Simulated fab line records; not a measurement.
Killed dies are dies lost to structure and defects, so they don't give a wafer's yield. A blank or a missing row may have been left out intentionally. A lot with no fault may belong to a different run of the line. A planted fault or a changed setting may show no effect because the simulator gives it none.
Matching of chambers    flow n5_finfet    pecvd-04 running N5_BEOL_M1_DEP_57: 3 sister chambers
The step deposits SiCN from 3MS/NH3, target thk 8 nm, time 14 s. 6 wafers are shown with their chamber, then 8 later ones without.

WAFERS, EACH WITH ITS CHAMBER
wafer   chamber  throttle_valve_pct (%)  showerhead_plenum_p_Torr (Torr)
L086.2  1        8.4                     3.665
L085.2  0        10.4                    3.654
L087.1  0        10.3                    3.653
L087.4  2        8.6                     3.664
L087.5  2        8.5                     3.662
L090.3  1        8.7                     3.671

WAFERS MISSING THEIR CHAMBER
wafer   throttle_valve_pct (%)  showerhead_plenum_p_Torr (Torr)
L090.4  10.3                    3.648
L090.6  8.5                     3.651
L095.3  8.7                     3.662
L095.5  8.6                     3.654
L095.6  8.5                     3.667
L097.1  10.2                    3.651
L097.5  8.9                     3.664
L097.6  8.4                     3.672

WHICH CHAMBER EACH WENT THROUGH
wafer   from the rows above      in truth
L090.4  0                        0
L090.6  can't be placed: 2 or 1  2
L095.3  can't be placed: 2 or 1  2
L095.5  can't be placed: 2 or 1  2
L095.6  can't be placed: 1 or 2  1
L097.1  0                        0
L097.5  can't be placed: 2 or 1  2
L097.6  can't be placed: 1 or 2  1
Correct placement for 2 of the 8. Can't be placed from these rows: 6 (the true chamber is among the candidates in 6). 0 placed wrongly.
How it was worked out, from the rows above alone: a wafer's distance from a chamber is the root of the sum, over the readings, of the square of ((its reading less the chamber's mean) divided by the reading's scatter). The wafer belongs to the nearest chamber; if the next one is less than 2 further off, it can't be placed. Each chamber's mean is taken over the wafers shown for it. How the scatter is found: for the shown wafers, subtract from each reading the mean of its chamber, square and add these, divide the total by (wafers less chambers), then take the root.
